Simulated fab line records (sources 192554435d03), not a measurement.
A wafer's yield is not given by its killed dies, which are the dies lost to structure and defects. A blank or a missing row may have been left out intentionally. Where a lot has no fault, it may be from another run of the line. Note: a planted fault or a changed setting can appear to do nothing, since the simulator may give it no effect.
Chamber matching :: flow n5Finfet :: pecvd-02 running N5_PMOS_HMC_CHANNEL_EPI_HM_DEP_34: 3 sister chambers
The step deposits SiO2 from TEOS/O2, target thk 36 nm, time 6.9 s. 3 wafers are shown with their chamber, then 8 later ones without.

## WAFERS WITH THEIR CHAMBER
wafer: L092.1
chamber: 2
throttleValvePct (%): 18.7

wafer: L092.2
chamber: 1
throttleValvePct (%): 19.5

wafer: L093.1
chamber: 0
throttleValvePct (%): 21.0

## WAFERS MISSING THEIR CHAMBER
wafer: L093.2
throttleValvePct (%): 19.4

wafer: L093.3
throttleValvePct (%): 18.4

wafer: L093.4
throttleValvePct (%): 20.5

wafer: L093.5
throttleValvePct (%): 19.5

wafer: L093.6
throttleValvePct (%): 18.6

wafer: L095.2
throttleValvePct (%): 19.5

wafer: L095.3
throttleValvePct (%): 18.4

wafer: L095.6
throttleValvePct (%): 20.6

## EACH ONE'S CHAMBER
wafer: L093.2
from the rows above: 1
in truth: 1

wafer: L093.3
from the rows above: 2
in truth: 2

wafer: L093.4
from the rows above: can't be placed: 0 or 1
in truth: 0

wafer: L093.5
from the rows above: 1
in truth: 1

wafer: L093.6
from the rows above: 2
in truth: 2

wafer: L095.2
from the rows above: 1
in truth: 1

wafer: L095.3
from the rows above: 2
in truth: 2

wafer: L095.6
from the rows above: 0
in truth: 0
Placed correctly: 7 of 8. Can't be placed from these rows: 1 (the true chamber is among the candidates in 1). Placed wrongly: 0.
How it was worked out, from the rows above alone: a wafer's distance from a chamber is the root of the sum, over the readings, of the square of ((its reading less the chamber's mean) divided by the reading's scatter). If the next closest chamber is less than 2 further off than the closest, the wafer can't be placed; otherwise it belongs to the closest. The mean given for a chamber averages the wafers shown for that chamber. The scatter: with one shown wafer a chamber, the root of the mean of the squares of how far each hidden wafer lies from its nearest shown one.
